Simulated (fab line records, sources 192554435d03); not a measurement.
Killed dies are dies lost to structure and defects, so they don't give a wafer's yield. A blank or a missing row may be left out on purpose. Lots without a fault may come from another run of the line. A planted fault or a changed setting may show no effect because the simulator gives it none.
Chamber matching | flow n5_finfet | N5_BEOL_M13_DESCUM_33 on rie_diel-04: 4 sister chambers
The step chemistry O2, time 7.9 s. 18 wafers are shown with their chamber, then 9 later ones without.

WAFERS WITH THEIR CHAMBER
wafer  | chamber | drypump_motor_current_A (A) | throttle_valve_pct (%) | showerhead_plenum_p_Torr (Torr)
L077.3 | 2       | 4.9                         | 20.44                  | 2.16
L077.4 | 1       | 6.2                         | 20.00                  | 2.14
L077.5 | 2       | 4.9                         | 20.43                  | 2.16
L080.1 | 3       | 5.9                         | 20.09                  | 2.24
L080.2 | 2       | 4.9                         | 20.44                  | 2.16
L080.5 | 1       | 6.2                         | 20.03                  | 2.14
L081.2 | 1       | 6.2                         | 20.01                  | 2.13
L081.3 | 0       | 5.3                         | 20.37                  | 2.15
L081.6 | 0       | 5.3                         | 20.39                  | 2.15
L084.3 | 0       | 5.3                         | 20.38                  | 2.15
L084.4 | 1       | 6.2                         | 20.02                  | 2.13
L084.6 | 1       | 6.2                         | 20.03                  | 2.13
L089.3 | 1       | 6.2                         | 20.05                  | 2.13
L089.5 | 3       | 5.9                         | 20.11                  | 2.23
L089.6 | 1       | 6.3                         | 20.02                  | 2.13
L092.1 | 0       | 5.3                         | 20.41                  | 2.14
L092.4 | 1       | 6.2                         | 20.06                  | 2.13
L092.6 | 3       | 5.9                         | 20.12                  | 2.23

SIGNATURES (means of the wafers above)
reading                  | chamber 0 | chamber 1 | chamber 2 | chamber 3 | scatter within a chamber
drypump_motor_current_A  | 5.300     | 6.213     | 4.900     | 5.900     | 0.025
throttle_valve_pct       | 20.3875   | 20.0275   | 20.4367   | 20.1067   | 0.0172
showerhead_plenum_p_Torr | 2.1475    | 2.1325    | 2.1600    | 2.2333    | 0.00456
Rule: a wafer's distance from a chamber is the root of the sum, over the readings, of the square of ((its reading less the chamber's mean) divided by the reading's scatter). The wafer belongs to the nearest chamber; if the next one is less than 2 further off, it can't be placed. The scatter: the root of (the sum of the squares of (reading less its chamber's mean) over the shown wafers, divided by (wafers less chambers)).

WAFERS WITHOUT THEIR CHAMBER
wafer  | drypump_motor_current_A (A) | throttle_valve_pct (%) | showerhead_plenum_p_Torr (Torr)
L095.1 | 4.9                         | 20.18                  | 2.15
L095.5 | 4.9                         | 20.18                  | 2.15
L095.6 | 5.3                         | 20.41                  | 2.14
L097.3 | 5.3                         | 20.43                  | 2.13
L097.4 | 4.9                         | 20.20                  | 2.15
L097.6 | 5.9                         | 20.15                  | 2.22
L096.1 | 4.9                         | 20.20                  | 2.15
L096.2 | 5.9                         | 20.14                  | 2.22
L096.4 | 5.3                         | 20.44                  | 2.13

WHICH CHAMBER EACH WENT THROUGH
wafer  | from the rows above | in truth
L095.1 | 2                   | 2
L095.5 | 2                   | 2
L095.6 | 0                   | 0
L097.3 | 0                   | 0
L097.4 | 2                   | 2
L097.6 | 3                   | 3
L096.1 | 2                   | 2
L096.2 | 3                   | 3
L096.4 | 0                   | 0
Placed correctly: 9 of 9. Can't be placed from these rows: 0. Placed wrongly: 0.
